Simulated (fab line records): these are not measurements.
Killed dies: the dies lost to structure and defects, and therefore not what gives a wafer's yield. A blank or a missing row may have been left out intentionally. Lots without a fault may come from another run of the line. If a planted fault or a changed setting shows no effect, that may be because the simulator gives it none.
Lot-split experiment + flow n5_finfet + 21 wafers read across 7 lots, on a route 1938 steps long

## THE SPLIT
At N5_BEOL_M0_SAQP_SPACER2_ALD_26 (deposits SiO2, target thk 15 nm, pulse time 1 s, purge time 2 s), the setting target_thk_a was moved away from the recipe's 150 angstrom on 4 of the 21 wafers read, by -11.1% to +3.7%. All remaining wafers had this setting at the recipe value.

## FROM THE SPLIT TO THE READING: what the file shows between them, 2 steps
- N5_BEOL_M0_SAQP_SPACER2_ETCHBACK_27: etches SiO2 in CHF3/O2, target depth 22.5 nm, time 11.25 s
- N5_BEOL_M0_SAQP_MANDREL2_REMOVE_110: chemistry HBr/Cl2/O2, target a-Si, stops on SiCN, bt time 10 s

## THE READING
Shown in nm: cd_nm at N5_BEOL_M0_SAQP_CD_MEAS_29, with target cd 14.4 nm. A value of 14.98 nm with a standard deviation of 0.23 nm is what fault-free wafers of this fab line usually give.

| wafer  | tool, chamber at the split | target_thk_a as run, angstrom | against the recipe | cd_nm, nm | against lot-mates on the recipe |
|--------|----------------------------|-------------------------------|--------------------|-----------|---------------------------------|
| L074.3 | ald_sin-03, 0              | 150                           | recipe             | 15.46     | -                               |
| L074.5 | ald_sin-03, 2              | 150                           | recipe             | 14.97     | -                               |
| L074.6 | ald_sin-03, 1              | 150                           | recipe             | 14.73     | -                               |
| L076.1 | ald_sin-03, 1              | 150                           | recipe             | 14.84     | -                               |
| L076.3 | ald_sin-03, 3              | 133.3                         | -11.1%             | 13.19     | -1.88                           |
| L076.5 | ald_sin-03, 0              | 150                           | recipe             | 15.31     | -                               |
| L080.1 | ald_sin-01, 2              | 150                           | recipe             | 15.18     | -                               |
| L080.3 | ald_sin-01, 1              | 155.5                         | +3.7%              | 15.65     | +0.48                           |
| L080.4 | ald_sin-01, 3              | 150                           | recipe             | 15.16     | -                               |
| L083.1 | ald_sin-03, 1              | 150                           | recipe             | 15.11     | -                               |
| L083.4 | ald_sin-03, 0              | 150                           | recipe             | 15.06     | -                               |
| L083.5 | ald_sin-03, 1              | 150                           | recipe             | 14.90     | -                               |
| L087.1 | ald_sin-01, 0              | 141.7                         | -5.5%              | 13.81     | -1.04                           |
| L087.5 | ald_sin-01, 3              | 150                           | recipe             | 14.85     | -                               |
| L087.6 | ald_sin-01, 0              | 141.7                         | -5.5%              | 14.19     | -0.66                           |
| L090.1 | ald_sin-01, 3              | 150                           | recipe             | 14.89     | -                               |
| L090.5 | ald_sin-01, 0              | 150                           | recipe             | 14.85     | -                               |
| L090.6 | ald_sin-01, 3              | 150                           | recipe             | 14.91     | -                               |
| L093.2 | ald_sin-01, 1              | 150                           | recipe             | 15.12     | -                               |
| L093.4 | ald_sin-01, 2              | 150                           | recipe             | 14.81     | -                               |
| L093.6 | ald_sin-01, 3              | 150                           | recipe             | 15.15     | -                               |

FIT RESULTS
A straight line over all 21 wafers: cd_nm changes by +0.17 nm for each +1% of target_thk_a; r = +0.94; the points scatter about the line by 0.19 nm.
The same after taking each lot's own level away (the mean of its wafers on the recipe; 21 wafers): +0.161 nm for each +1%; r = +0.94; scatter 0.17 nm.
According to that fit, moving target_thk_a by its largest amount changes the reading by 1.8 nm.
Across the lots, their own levels run from 14.850 to 15.170 nm, a range of 1.4 times the standard deviation given above.
The two slopes agree, so the slope changes little with the lot-to-lot level.
Check: -1.66 nm against its lot-mates is what the line predicts for one of the wafers moved furthest among these (-11.1%) when that wafer is left out of the fit. It came out at -1.88 nm against them.

## OTHER SPLITS APPLIED TO THESE WAFERS
Other splits were also applied to these wafers ahead of the reading. Each is held against what the fit with the lots' levels taken away leaves over:
| other split on the same wafers       | wafers away from the commonest value | r with cd_nm (lot level and that fit taken away) |
|--------------------------------------|--------------------------------------|--------------------------------------------------|
| N5_GATE_CUT_ETCH_58 bias_w           | 4                                    | +0.07                                            |
| N5_MOL_CONTACT_COAG_COAT_58 spin_rpm | 8                                    | +0.04                                            |
| N5_MOL_CONTACT_COAG_ETCH_105 bias_w  | 9                                    | +0.36                                            |
| N5_MOL_CONTACT_COAG_ALD_27 time_s    | 6                                    | +0.08                                            |
| N5_BEOL_M0_SAQP_PECVD_96 time_s      | 6                                    | +0.16                                            |

## THE WHOLE CHAIN: every reading that the file lists as answering this split, in the file's order
| step                                | what it does                                                    | reading                                                                                     | change (the file's fit)               | r (the file's) |
|-------------------------------------|-----------------------------------------------------------------|---------------------------------------------------------------------------------------------|---------------------------------------|----------------|
| N5_BEOL_M0_SAQP_SPACER2_ALD_26      | deposits SiO2, target thk 15 nm, pulse time 1 s, purge time 2 s | SiO2_of_BEOL_M0_SAQP_SPACER2_ALD_26.thk_nm (the simulator's own value, which no gauge read) | +0.161 nm for each +1% of the setting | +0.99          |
| N5_BEOL_M0_SAQP_MANDREL2_REMOVE_110 | chemistry HBr/Cl2/O2, target a-Si, stops on SiCN, bt time 10 s  | BEOL_M0_SAQP.cd_nm (the simulator's own value, which no gauge read)                         | +0.175 nm for each +1% of the setting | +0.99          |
| N5_BEOL_M0_SAQP_CD_MEAS_29          | target cd 14.4 nm                                               | cd_nm                                                                                       | +0.163 nm for each +1% of the setting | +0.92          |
| N5_BEOL_M0_ETCH_138                 | etches SiCN in CH3F/O2, target depth 12 nm, time 31.6 s         | SiO2_of_BEOL_M0_SAQP_SPACER2_ALD_26.thk_nm (the simulator's own value, which no gauge read) | +0.145 nm for each +1% of the setting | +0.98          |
| N5_BEOL_M0_HM_OPEN_105              | chemistry Cl2/BCl3, target TiN, target depth 12 nm              | SiO2_of_BEOL_M0_SAQP_SPACER2_ALD_26.thk_nm (the simulator's own value, which no gauge read) | +0.112 nm for each +1% of the setting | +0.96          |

## FILE'S OWN FIT
cd_nm changes by +0.163 nm for each +1% of target_thk_a, r = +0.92.
